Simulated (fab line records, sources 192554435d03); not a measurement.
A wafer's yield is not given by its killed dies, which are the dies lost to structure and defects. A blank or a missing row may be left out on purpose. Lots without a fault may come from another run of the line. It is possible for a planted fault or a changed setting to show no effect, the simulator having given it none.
Chamber matching :: flow n5-finfet :: N5_SD_EPI_N_ETCH_35 on rie-diel-05 has 4 sister chambers
The step etches SOC in N2/H2, overetch 108 nm, time 486 s. 16 wafers are shown with their chamber, then 8 later ones without.

WAFERS, EACH WITH ITS CHAMBER
wafer: L074.1
chamber: 3
drypump-motor-current-A (A): 5.8
showerhead-plenum-p-Torr (Torr): 2.53
oes-product-au (a.u.): 0.67

wafer: L074.2
chamber: 1
drypump-motor-current-A (A): 5.3
showerhead-plenum-p-Torr (Torr): 2.64
oes-product-au (a.u.): 0.62

wafer: L074.4
chamber: 0
drypump-motor-current-A (A): 6.0
showerhead-plenum-p-Torr (Torr): 2.44
oes-product-au (a.u.): 0.67

wafer: L080.2
chamber: 1
drypump-motor-current-A (A): 5.3
showerhead-plenum-p-Torr (Torr): 2.63
oes-product-au (a.u.): 0.61

wafer: L080.3
chamber: 3
drypump-motor-current-A (A): 5.8
showerhead-plenum-p-Torr (Torr): 2.53
oes-product-au (a.u.): 0.66

wafer: L080.6
chamber: 2
drypump-motor-current-A (A): 5.3
showerhead-plenum-p-Torr (Torr): 2.59
oes-product-au (a.u.): 0.71

wafer: L081.2
chamber: 0
drypump-motor-current-A (A): 6.0
showerhead-plenum-p-Torr (Torr): 2.43
oes-product-au (a.u.): 0.67

wafer: L081.5
chamber: 0
drypump-motor-current-A (A): 6.0
showerhead-plenum-p-Torr (Torr): 2.43
oes-product-au (a.u.): 0.66

wafer: L081.6
chamber: 1
drypump-motor-current-A (A): 5.2
showerhead-plenum-p-Torr (Torr): 2.63
oes-product-au (a.u.): 0.61

wafer: L082.1
chamber: 1
drypump-motor-current-A (A): 5.3
showerhead-plenum-p-Torr (Torr): 2.63
oes-product-au (a.u.): 0.61

wafer: L082.3
chamber: 2
drypump-motor-current-A (A): 5.3
showerhead-plenum-p-Torr (Torr): 2.58
oes-product-au (a.u.): 0.72

wafer: L082.4
chamber: 0
drypump-motor-current-A (A): 6.0
showerhead-plenum-p-Torr (Torr): 2.43
oes-product-au (a.u.): 0.66

wafer: L083.1
chamber: 3
drypump-motor-current-A (A): 5.8
showerhead-plenum-p-Torr (Torr): 2.52
oes-product-au (a.u.): 0.66

wafer: L083.2
chamber: 2
drypump-motor-current-A (A): 5.3
showerhead-plenum-p-Torr (Torr): 2.58
oes-product-au (a.u.): 0.71

wafer: L083.4
chamber: 1
drypump-motor-current-A (A): 5.3
showerhead-plenum-p-Torr (Torr): 2.63
oes-product-au (a.u.): 0.61

wafer: L086.2
chamber: 2
drypump-motor-current-A (A): 5.3
showerhead-plenum-p-Torr (Torr): 2.58
oes-product-au (a.u.): 0.70

SIGNATURES (averages over the wafers above)
reading: drypump-motor-current-A
chamber 0: 6.000
chamber 1: 5.280
chamber 2: 5.300
chamber 3: 5.800
scatter within a chamber: 0.0258

reading: showerhead-plenum-p-Torr
chamber 0: 2.4325
chamber 1: 2.6320
chamber 2: 2.5825
chamber 3: 2.5267
scatter within a chamber: 0.00497

reading: oes-product-au
chamber 0: 0.6650
chamber 1: 0.6120
chamber 2: 0.7100
chamber 3: 0.6633
scatter within a chamber: 0.0061
Rule: a wafer's distance from a chamber is the root of the sum, over the readings, of the square of ((its reading less the chamber's mean) divided by the reading's scatter). The wafer belongs to the nearest chamber; if the next one is less than 2 further off, it can't be placed. The scatter is the square root of a quotient: the sum, over the shown wafers, of each reading's squared deviation from its chamber's mean, divided by wafers minus chambers.

WAFERS WITH NO CHAMBER GIVEN
wafer: L086.4
drypump-motor-current-A (A): 6.0
showerhead-plenum-p-Torr (Torr): 2.43
oes-product-au (a.u.): 0.65

wafer: L086.6
drypump-motor-current-A (A): 5.3
showerhead-plenum-p-Torr (Torr): 2.58
oes-product-au (a.u.): 0.70

wafer: L091.1
drypump-motor-current-A (A): 5.8
showerhead-plenum-p-Torr (Torr): 2.52
oes-product-au (a.u.): 0.65

wafer: L091.2
drypump-motor-current-A (A): 5.3
showerhead-plenum-p-Torr (Torr): 2.58
oes-product-au (a.u.): 0.69

wafer: L091.6
drypump-motor-current-A (A): 5.8
showerhead-plenum-p-Torr (Torr): 2.52
oes-product-au (a.u.): 0.64

wafer: L096.4
drypump-motor-current-A (A): 5.9
showerhead-plenum-p-Torr (Torr): 2.51
oes-product-au (a.u.): 0.64

wafer: L096.5
drypump-motor-current-A (A): 5.3
showerhead-plenum-p-Torr (Torr): 2.62
oes-product-au (a.u.): 0.82

wafer: L096.6
drypump-motor-current-A (A): 6.0
showerhead-plenum-p-Torr (Torr): 2.42
oes-product-au (a.u.): 0.64

WHICH CHAMBER EACH ONE RAN IN
wafer: L086.4
from the rows above: 0
in truth: 0

wafer: L086.6
from the rows above: 2
in truth: 2

wafer: L091.1
from the rows above: 3
in truth: 3

wafer: L091.2
from the rows above: 2
in truth: 2

wafer: L091.6
from the rows above: 3
in truth: 3

wafer: L096.4
from the rows above: 3
in truth: 3

wafer: L096.5
from the rows above: 2
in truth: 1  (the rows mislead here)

wafer: L096.6
from the rows above: 0
in truth: 0
Placed correctly: 7 of 8. Number that these rows cannot place: 0. Number placed wrongly: 1.
